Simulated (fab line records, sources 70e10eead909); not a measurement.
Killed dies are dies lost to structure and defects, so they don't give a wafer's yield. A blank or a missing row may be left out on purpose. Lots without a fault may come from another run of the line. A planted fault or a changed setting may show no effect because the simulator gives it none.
fab line records | flow nand_harc
record lots=11 wafers=31 last_day=33
route steps=1302 shown P_START@1 P_ZERO_WELL@4 P_STI@85 P_GATE@156 END@1302
lots that met no fault: from a run of the same line without faults
start_h: hours from the record's first day to the start of the lot's first wafer shown | wait_h: hours since the lot's step before | " the same as in the row above | L1.1+2: a row that stands for several wafers | - no value, or no start given | * or withheld: withheld | < > ~ a bound
route shown NAME@n: a module of which the file shows steps, and the number in the route of the first | usual: mean/standard deviation of fault-free wafers | same: alike in all rows | chamber/n: place in a boat | sites: the reading at each site | _std_site: their standard deviation | _edge_site: outer sites' mean less inner sites' | radius_mm: how far each site lies from the wafer's centre | mask NAME#n: copy n | behind: the tool/chamber that last shaped the wafer | hold: why the lot was held/for how many hours/how that ended | device: the transistor (n, p or np) that didn't switch | end of line: the same wafers' tests at the end of the route | a step without rows: its recipe alone | killed: dies lost to structure and defects at the first sort, not the wafer's yield | map: a wafer's dies, x killed, . not, _ none there
set.NAME: the setting as run; set.NAME@STEP: as run at that earlier step | model.NAME: the simulator's own value behind a step, which no gauge read
steps of the route over a sample of lots; a table a step, a row a wafer
services: from which hour (start_h, from the record's first day; less than 0 if before it) a tool's chamber was out of use, for how many hours, and why
## steps
# step NHARC_P_START_INSPECT_01
# usual raw_defect_count=3.4/2
# columns lot.wafer tool chamber start_h wait_h raw_defect_count
L725.2 defect_inspect-01 - 20.04 - 5
L725.5 " - " " 4
L725.6 " - " " 3
L728.4 defect_inspect-02 - 50.04 - 9
L737.1 defect_inspect-02 - 140.04 - 2
L737.3 " - " " 2
L737.5 " - " " 1
L738.1 defect_inspect-01 - 150.04 - 1
L738.4 " - " " 3
L738.6 " - " " 1
L739.1 defect_inspect-02 - 160.04 - 4
L739.5 " - " " 4
L739.6 " - " " 5
L742.2 defect_inspect-02 - 190.04 - 4
L742.4 " - " " 4
L742.6 " - " " 4
L743.2 defect_inspect-01 - 200.05 - 2
L743.3 " - " " 2
L743.4 " - " " 2
L744.3 defect_inspect-01 - 210.04 - 3
L744.5 " - " " 4
L744.6 " - " " 5
L745.1 defect_inspect-02 - 220.03 - 4
L745.4 " - " " 2
L745.5 " - " " 6
L747.1 defect_inspect-01 - 240.04 - 2
L747.3 " - " " 3
L747.5 " - " " 2
L748.1 defect_inspect-01 - 250.04 - 4
L748.3 " - " " 2
L748.6 " - " " 3
# step NHARC_P_ZERO_WELL_PECVD_02
# recipe target_thk_a=100 temp_c=400 pressure_torr=6.5 rf_w=withheld teos_flow_sccm=withheld flow_sccm=2650 target_thk_nm=10 gas=O2 material=SiO2
# columns lot.wafer tool chamber start_h wait_h
L725.2+6+5 pecvd-03 0,2,0 20.51 -
L728.4 pecvd-03 0 50.60 -
L737.1+3+5 pecvd-04 1,0,2 140.44 -
L738.1+4+6 pecvd-01 0,0,2 150.45 -
L739.1+6+5 pecvd-01 0,0,1 160.45 -
L742.2+4+6 pecvd-01 2,2,1 190.46 -
L743.2+3+4 pecvd-03 1,2,0 200.45 -
L744.3+5+6 pecvd-04 1,2,0 210.44 -
L745.1+4+5 pecvd-03 0,0,1 220.44 -
L747.1+3+5 pecvd-03 0,1,2 240.44 -
L748.1+3+6 pecvd-01 1,2,2 250.44 -
# step NHARC_P_ZERO_WELL_INSPECT_43
# usual raw_defect_count=12/4.7
# columns lot.wafer tool chamber start_h wait_h raw_defect_count
L725.2 defect_inspect-01 - 27.66 0.5 16
L725.5 " - " " 13
L725.6 " - " " 12
L728.4 defect_inspect-02 - 57.57 0.2 30
L737.1 defect_inspect-02 - 150.03 0.6 12
L737.3 " - " " 13
L737.5 " - " " 13
L738.1 defect_inspect-02 - 157.61 0.6 17
L738.4 " - " " 12
L738.6 " - " " 11
L739.1 defect_inspect-02 - 167.45 0.6 10
L739.5 " - " " 21
L739.6 " - " " 7
L742.2 defect_inspect-02 - 197.44 0.5 17
L742.4 " - " " 20
L742.6 " - " " 13
L743.2 defect_inspect-02 - 207.62 0.5 16
L743.3 " - " " 9
L743.4 " - " " 16
L744.3 defect_inspect-01 - 217.69 0.4 11
L744.5 " - " " 21
L744.6 " - " " 21
L745.1 defect_inspect-01 - 227.75 0.6 11
L745.4 " - " " 15
L745.5 " - " " 8
L747.1 defect_inspect-01 - 247.98 0.6 6
L747.3 " - " " 13
L747.5 " - " " 6
L748.1 defect_inspect-02 - 257.62 0.6 11
L748.3 " - " " 5
L748.6 " - " " 15
# step NHARC_P_STI_INSPECT_11
# usual raw_defect_count=5.6/2.5
# columns lot.wafer tool chamber start_h wait_h hold raw_defect_count
L725.2 defect_inspect-02 - 47.94 0.0 - 8
L725.5 " - " " - 6
L725.6 " - " " - 3
L728.4 defect_inspect-01 - 72.16 0.0 await_dispo/0.2h/release 21
L728.4 defect_inspect-01 - 72.33 0.2 - 14
L737.1 defect_inspect-02 - 164.89 0.0 - 4
L737.3 " - " " - 3
L737.5 " - " " - 7
L738.1 defect_inspect-02 - 174.94 0.0 - 11
L738.4 " - " " - 15
L738.6 " - " " - 4
L739.1 defect_inspect-02 - 186.15 0.0 - 2
L739.5 " - " " - 6
L739.6 " - " " - 3
L742.2 defect_inspect-02 - 212.05 0.0 - 3
L742.4 " - " " - 5
L742.6 " - " " - 5
L743.2 defect_inspect-02 - 222.74 0.0 - 6
L743.3 " - " " - 6
L743.4 " - " " - 4
L744.3 defect_inspect-02 - 232.98 0.0 - 6
L744.5 " - " " - 5
L744.6 " - " " - 2
L745.1 defect_inspect-01 - 243.48 0.0 - 9
L745.4 " - " " - 7
L745.5 " - " " - 7
L747.1 defect_inspect-01 - 262.73 0.0 - 7
L747.3 " - " " - 6
L747.5 " - " " - 8
L748.1 defect_inspect-02 - 274.47 0.0 - 4
L748.3 " - " " - 5
L748.6 " - " " - 8
# step NHARC_P_STI_HARDBAKE_13
# recipe temp_c=118 time_s=65
# usual exhaust_pa=45.0/0.86 heater_power_total_W=195.8/0.37 plate_temp_C=117.97/0.15
# columns lot.wafer tool chamber start_h wait_h hold exhaust_pa heater_power_total_W plate_temp_C
L725.2 litho_track-07 0 48.00 0.1 - 44.9 196.0 117.79
L725.5 " 0 " " - 44.6 195.1 117.92
L725.6 " 0 " " - 43.9 196.1 117.71
L728.4 litho_track-05 0 74.38 2.0 await_dispo/2.0h/release 46.4 195.4 118.22
L737.1 litho_track-07 0 164.95 0.1 - 45.4 195.3 118.01
L737.3 " 0 " " - 45.2 196.0 117.97
L737.5 " 0 " " - 44.8 196.1 117.92
L738.1 litho_track-05 0 175.00 0.1 - 44.3 196.1 118.09
L738.4 " 0 " " - 44.5 196.1 117.97
L738.6 " 0 " " - 44.2 196.0 118.09
L739.1 litho_track-05 0 186.21 0.1 - 44.1 195.7 117.91
L739.5 " 0 " " - 45.0 195.1 118.10
L739.6 " 0 " " - 44.7 195.5 117.97
L742.2 litho_track-03 0 212.11 0.1 - 44.1 196.1 117.97
L742.4 " 0 " " - 45.4 195.8 118.02
L742.6 " 0 " " - 45.9 195.9 117.98
L743.2 litho_track-07 0 222.80 0.1 - 45.9 196.1 117.73
L743.3 " 0 " " - 45.9 195.9 117.98
L743.4 " 0 " " - 45.5 196.1 117.76
L744.3 litho_track-07 0 233.04 0.1 - 44.8 196.0 118.03
L744.5 " 0 " " - 46.3 195.1 118.02
L744.6 " 0 " " - 46.5 195.1 117.90
L745.1 litho_track-05 0 243.54 0.1 - 45.2 196.1 118.37
L745.4 " 0 " " - 44.7 195.5 118.26
L745.5 " 0 " " - 43.6 196.1 118.26
L747.1 litho_track-05 0 262.78 0.1 - 45.3 195.3 118.11
L747.3 " 0 " " - 44.5 196.1 118.09
L747.5 " 0 " " - 45.1 195.9 118.17
L748.1 litho_track-07 0 274.53 0.1 - 44.9 195.9 118.00
L748.3 " 0 " " - 47.1 196.2 117.92
L748.6 " 0 " " - 45.1 196.0 118.07
# step NHARC_P_STI_DESCUM_14
# recipe time_s=3 o2_flow_sccm=200 ar_flow_sccm=0 bias_power_w=0 chemistry=O2
# usual drypump_motor_current_A=5.8/0.43 oes_product_au=1.004/0.01 rf_vpp_V=58.0/0.79 showerhead_plenum_p_Torr=1.92/0.081 throttle_valve_pct=11.312/0.0091
# columns lot.wafer tool chamber start_h wait_h drypump_motor_current_A oes_product_au rf_hours_counter_h rf_vpp_V showerhead_plenum_p_Torr throttle_valve_pct
L725.2 rie_diel-07 3 48.10 - 6.3 1.006 5 57.7 1.81 11.302
L725.5 " 0 " " 6.0 1.006 - 58.5 1.83 11.310
L725.6 " 1 " " 5.7 0.997 - 56.4 1.82 11.314
L728.4 rie_diel-07 0 74.45 - 6.0 1.003 6 58.8 1.83 11.302
L737.3 rie_diel-07 1 165.04 - 5.8 1.021 2 57.2 1.82 11.299
L737.1 " 2 " " 6.5 0.992 2 58.2 1.95 11.326
L737.5 " 3 " " 6.3 1.001 - 58.4 1.81 11.309
L738.4 rie_diel-01 3 175.09 - 6.0 1.018 12 58.6 1.94 11.311
L738.1 " 0 " " 5.1 1.023 11 58.1 1.92 11.306
L738.6 " 1 " " 5.3 1.006 - 59.1 2.06 11.313
L739.1 rie_diel-05 1 186.29 - 5.7 0.999 10 57.5 2.02 11.314
L739.6 " 1 " " 5.7 1.011 - 57.6 2.02 11.322
L739.5 " 2 " " 6.3 0.991 - 56.9 1.85 11.309
L742.2 rie_diel-07 1 212.19 - 5.8 1.011 5 58.6 1.82 11.322
L742.4 " 2 " " 6.5 0.996 4 58.0 1.95 11.315
L742.6 " 0 " " 6.0 0.984 - 57.4 1.83 11.286
L743.3 rie_diel-05 1 222.89 - 5.7 0.989 13 59.2 2.02 11.300
L743.4 " 2 " " 6.4 0.999 13 57.8 1.85 11.313
L743.2 " 3 " " 6.0 1.011 12 57.6 1.99 11.305
L744.3 rie_diel-01 0 233.12 - 5.2 1.012 2 58.1 1.92 11.324
L744.5 " 3 " " 5.9 1.000 - 57.9 1.94 11.320
L744.6 " 0 " " 5.1 1.000 - 56.5 1.92 11.312
L745.1 rie_diel-07 1 243.63 - 5.8 0.998 7 58.9 1.82 11.312
L745.4 " 2 " " 6.5 1.004 5 58.4 1.95 11.288
L745.5 " 1 " " 5.8 1.010 - 57.5 1.82 11.314
L747.1 rie_diel-01 3 262.86 - 6.0 1.022 3 58.8 1.94 11.301
L747.3 " 1 " " 5.3 1.015 3 57.5 2.06 11.299
L747.5 " 3 " " 6.0 1.011 - 56.9 1.94 11.293
L748.1 rie_diel-05 0 274.61 - 5.2 1.006 3 57.0 1.94 11.311
L748.3 " 1 " " 5.7 0.985 3 58.6 2.01 11.305
L748.6 " 0 " " 5.2 0.990 - 58.3 1.94 11.311
# step NHARC_P_GATE_ETCHBACK_37
# recipe target_depth_a=345 time_s=17.2 chf3_flow_sccm=50 o2_flow_sccm=10 ar_flow_sccm=200 rf_w=500 bias_w=200 chemistry=CHF3/O2
# usual drypump_motor_current_A=5.9/0.43 oes_product_au=0.95/0.031 rf_vpp_V=371.4/1.9 showerhead_plenum_p_Torr=2.44/0.076 throttle_valve_pct=20.572/0.0089
# columns lot.wafer tool chamber start_h wait_h drypump_motor_current_A oes_product_au rf_hours_counter_h rf_vpp_V showerhead_plenum_p_Torr throttle_valve_pct
L725.2 rie_diel-02 3 - - 6.1 0.96 3.3 370.2 2.44 20.561
L725.5 " 3 " " 6.1 0.97 - 369.3 2.44 20.572
L725.6 " 0 " " 6.0 0.95 - 374.2 2.53 20.578
L728.4 rie_diel-02 1 - - 6.1 0.92 4.8 370.9 2.42 20.573
L737.1 rie_diel-11 0 - - 5.7 0.92 9.3 370.0 2.32 20.567
L737.3 " 1 " " 5.2 0.92 8.7 372.9 2.46 20.578
L737.5 " 1 " " 5.1 0.92 - 371.9 2.46 20.573
L738.1 rie_diel-04 2 - - 6.5 0.90 3.1 371.4 2.40 20.580
L738.4 " 1 " " 5.0 0.94 3.8 370.2 2.35 20.565
L738.6 " 3 " " 6.0 0.90 - 373.6 2.58 20.582
L739.1 rie_diel-04 0 - - 6.0 0.91 3.1 373.2 2.55 20.566
L739.6 " 0 " " 6.0 0.91 - 374.3 2.55 20.567
L739.5 " 1 " " 4.9 0.93 - 370.3 2.35 20.576
L742.2 rie_diel-02 0 - - 6.0 1.00 3.5 373.8 2.52 20.558
L742.4 " 3 " " 6.1 1.01 - 372.6 2.43 20.594
L742.6 " 0 " " 6.0 1.01 - 372.9 2.52 20.565
L743.3 rie_diel-11 1 - - 5.2 0.93 0.1 372.8 2.46 20.561
L743.4 " 2 " " 5.7 0.95 0.2 372.5 2.47 20.566
L743.2 " 0 " " 5.7 0.94 0.1 369.2 2.32 20.570
L744.3 rie_diel-11 2 - - 5.7 1.01 - 372.3 2.47 20.572
L744.6 " 0 " " 5.7 1.00 - 368.4 2.31 20.566
L744.5 " 2 " " 5.7 0.99 - 372.2 2.47 20.570
L745.1 rie_diel-02 3 - - 6.1 0.94 5.1 370.9 2.43 20.584
L745.4 " 3 " " 6.1 0.94 - 371.9 2.43 20.567
L745.5 " 0 " " 6.1 0.93 - 373.2 2.52 20.566
L747.1 rie_diel-11 3 - - 6.5 0.94 0.9 369.9 2.37 20.583
L747.3 " 0 " " 5.7 0.99 2.6 368.0 2.31 20.567
L747.5 " 3 " " 6.5 0.93 - 369.0 2.37 20.549
L748.3 rie_diel-11 0 - - 5.6 0.91 3.3 368.2 2.31 20.563
L748.1 " 1 " " 5.2 0.93 1.5 371.1 2.46 20.584
L748.6 " 0 " " 5.7 0.93 - 369.9 2.31 20.568
# step NHARC_END_SORT_01
# recipe temp_c=25
# usual killed_at_array=55/22 killed_at_other=1.1/1.4 killed_at_periphery=4/3.2 killed_dies=59/22 killed_open=3.3/1.8 killed_short=2.5/1.5
# same gross_dies=677
# columns lot.wafer tool chamber start_h wait_h killed_at_array killed_at_other killed_at_periphery killed_dies killed_open killed_short
L728.4 prober-01 0 582.37 3.4 56 2 10 68 5 2
# killed by level:class
L728.4 A_SLIT:chamber_film_flake=21 A_CHANNEL_HOLE_D2:chamber_film_flake=17 P_ZERO_WELL:unspecified=7 A_CONTACT:chamber_film_flake=5 A_CHANNEL_FILL_D2:chamber_film_flake=4 A_CHANNEL_HOLE_D1:chamber_film_flake=2 A_WL_FILL:chamber_film_flake=2 THIN_TSV:chamber_film_flake=2
## services
# columns tool chamber start_h hours kind
rie_diel-11 3 3.92 4.5 repair
pecvd-03 - 4.00 13.0 pm
rie_diel-07 - 23.18 0.3 repair
pecvd-03 - 28.15 0.7 repair
rie_diel-11 2 31.31 12.3 repair
pecvd-03 - 41.40 2.1 repair
rie_diel-07 3 64.98 2.7 repair
litho_track-07 - 76.00 7.0 pm
rie_diel-11 - 78.50 9.0 pm
pecvd-03 1 82.59 5.7 repair
rie_diel-07 - 117.20 9.0 pm
litho_track-05 - 124.00 7.0 pm
rie_diel-11 - 140.23 0.4 repair
rie_diel-11 0 144.15 2.5 repair
rie_diel-07 0 160.52 21.6 repair
pecvd-03 - 165.31 0.4 repair
pecvd-03 - 185.20 13.0 pm
rie_diel-07 2 213.50 13.3 repair
pecvd-03 2 233.96 4.2 repair
litho_track-07 - 251.00 7.0 pm
rie_diel-11 - 255.50 9.0 pm
rie_diel-11 1 282.20 18.1 repair
rie_diel-11 3 283.33 15.0 repair
rie_diel-11 - 311.40 2.0 repair
## key
first_sign step=NHARC_P_ZERO_WELL_INSPECT_43 reading=raw_defect_count direction=up sigmas=3.8 usual=12 struck=30
effect step=NHARC_P_STI_INSPECT_11 reading=raw_defect_count direction=up sigmas=6.3 usual=5.6 struck=21
met_at NHARC_P_ZERO_WELL_PECVD_02
struck_lots L728
struck_wafers L728.4
tester_left_out L728
not_acting_at NHARC_P_START_INSPECT_01,NHARC_P_STI_DESCUM_14,NHARC_P_GATE_ETCHBACK_37
onset_between 20.51 50.60
fault kind=chamber_particle_source tool=pecvd-03 chamber=0 onset_h=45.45 steps=NHARC_P_ZERO_WELL_PECVD_02 rate_per_visit_cm2=0.021199 end_h=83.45
# tester_left_out: of these lots the tester's yield and bins aren't shown, on N5 and GAA mostly nor the transistor test; their killed dies are dies lost to structure and defects alone, not to doping, threshold or leakage, so they don't give the yield
